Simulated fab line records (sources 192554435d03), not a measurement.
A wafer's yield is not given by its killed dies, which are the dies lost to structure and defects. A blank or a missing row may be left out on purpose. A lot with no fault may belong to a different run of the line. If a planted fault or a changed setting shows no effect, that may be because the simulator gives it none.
Chamber matching / flow n5Finfet / 4 sister chambers for N5_STI_FIN_REVEAL_ALD_00 on aldSin-04
The step deposits SiO2, target thk 1 nm, pulse time 1 s. 22 wafers are shown with their chamber, then 11 later ones without.

== EACH WAFER AND ITS CHAMBER ==
wafer=L076.2; chamber=0; heaterPowerW (W)=393; precursorPulseHeightRel=1.014
wafer=L076.5; chamber=0; heaterPowerW (W)=412; precursorPulseHeightRel=1.023
wafer=L076.6; chamber=1; heaterPowerW (W)=475; precursorPulseHeightRel=1.015
wafer=L077.1; chamber=2; heaterPowerW (W)=599; precursorPulseHeightRel=0.963
wafer=L077.5; chamber=1; heaterPowerW (W)=474; precursorPulseHeightRel=0.989
wafer=L077.6; chamber=2; heaterPowerW (W)=579; precursorPulseHeightRel=0.969
wafer=L083.1; chamber=2; heaterPowerW (W)=581; precursorPulseHeightRel=1.013
wafer=L083.2; chamber=1; heaterPowerW (W)=473; precursorPulseHeightRel=1.020
wafer=L083.3; chamber=0; heaterPowerW (W)=415; precursorPulseHeightRel=0.990
wafer=L083.4; chamber=3; heaterPowerW (W)=448; precursorPulseHeightRel=0.999
wafer=L083.5; chamber=2; heaterPowerW (W)=596; precursorPulseHeightRel=0.987
wafer=L083.6; chamber=1; heaterPowerW (W)=485; precursorPulseHeightRel=0.974
wafer=L085.1; chamber=1; heaterPowerW (W)=483; precursorPulseHeightRel=0.978
wafer=L085.2; chamber=3; heaterPowerW (W)=460; precursorPulseHeightRel=1.000
wafer=L085.3; chamber=2; heaterPowerW (W)=587; precursorPulseHeightRel=0.992
wafer=L085.4; chamber=0; heaterPowerW (W)=413; precursorPulseHeightRel=0.977
wafer=L085.5; chamber=3; heaterPowerW (W)=452; precursorPulseHeightRel=0.992
wafer=L085.6; chamber=2; heaterPowerW (W)=580; precursorPulseHeightRel=0.981
wafer=L088.1; chamber=2; heaterPowerW (W)=574; precursorPulseHeightRel=0.960
wafer=L088.4; chamber=3; heaterPowerW (W)=445; precursorPulseHeightRel=0.964
wafer=L088.6; chamber=0; heaterPowerW (W)=403; precursorPulseHeightRel=1.048
wafer=L089.1; chamber=2; heaterPowerW (W)=581; precursorPulseHeightRel=1.014

SIGNATURES (averages over the wafers above)
reading=heaterPowerW; chamber 0=407.20; chamber 1=478.00; chamber 2=584.62; chamber 3=451.25; scatter within a chamber=7.89
reading=precursorPulseHeightRel; chamber 0=1.01040; chamber 1=0.99520; chamber 2=0.98487; chamber 3=0.98875; scatter within a chamber=0.0221
Rule: a wafer lies at a distance from a chamber equal to the root of the sum of squares, over the readings, of (its reading less the chamber's mean, divided by the reading's scatter). If the next closest chamber is less than 2 further off than the closest, the wafer can't be placed; otherwise it belongs to the closest. The scatter is the square root of a quotient: the sum, over the shown wafers, of each reading's squared deviation from its chamber's mean, divided by wafers minus chambers.

== WAFERS WITHOUT THEIR CHAMBER ==
wafer=L089.2; heaterPowerW (W)=450; precursorPulseHeightRel=0.968
wafer=L089.3; heaterPowerW (W)=401; precursorPulseHeightRel=0.995
wafer=L089.4; heaterPowerW (W)=458; precursorPulseHeightRel=0.993
wafer=L089.5; heaterPowerW (W)=591; precursorPulseHeightRel=0.995
wafer=L089.6; heaterPowerW (W)=403; precursorPulseHeightRel=1.034
wafer=L092.4; heaterPowerW (W)=483; precursorPulseHeightRel=0.994
wafer=L092.5; heaterPowerW (W)=453; precursorPulseHeightRel=1.001
wafer=L092.6; heaterPowerW (W)=588; precursorPulseHeightRel=0.996
wafer=L094.1; heaterPowerW (W)=574; precursorPulseHeightRel=0.984
wafer=L094.4; heaterPowerW (W)=406; precursorPulseHeightRel=1.005
wafer=L094.5; heaterPowerW (W)=473; precursorPulseHeightRel=1.025

== CHAMBER TAKEN BY EACH ==
wafer=L089.2; from the rows above=3; in truth=3
wafer=L089.3; from the rows above=0; in truth=0
wafer=L089.4; from the rows above=can't be placed: 3 or 1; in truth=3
wafer=L089.5; from the rows above=2; in truth=2
wafer=L089.6; from the rows above=0; in truth=0
wafer=L092.4; from the rows above=1; in truth=1
wafer=L092.5; from the rows above=3; in truth=3
wafer=L092.6; from the rows above=2; in truth=2
wafer=L094.1; from the rows above=2; in truth=2
wafer=L094.4; from the rows above=0; in truth=0
wafer=L094.5; from the rows above=can't be placed: 1 or 3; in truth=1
9 of 11 placed correctly. Can't be placed from these rows: 2 (the true chamber is among the candidates in 2). Number placed wrongly: 0.
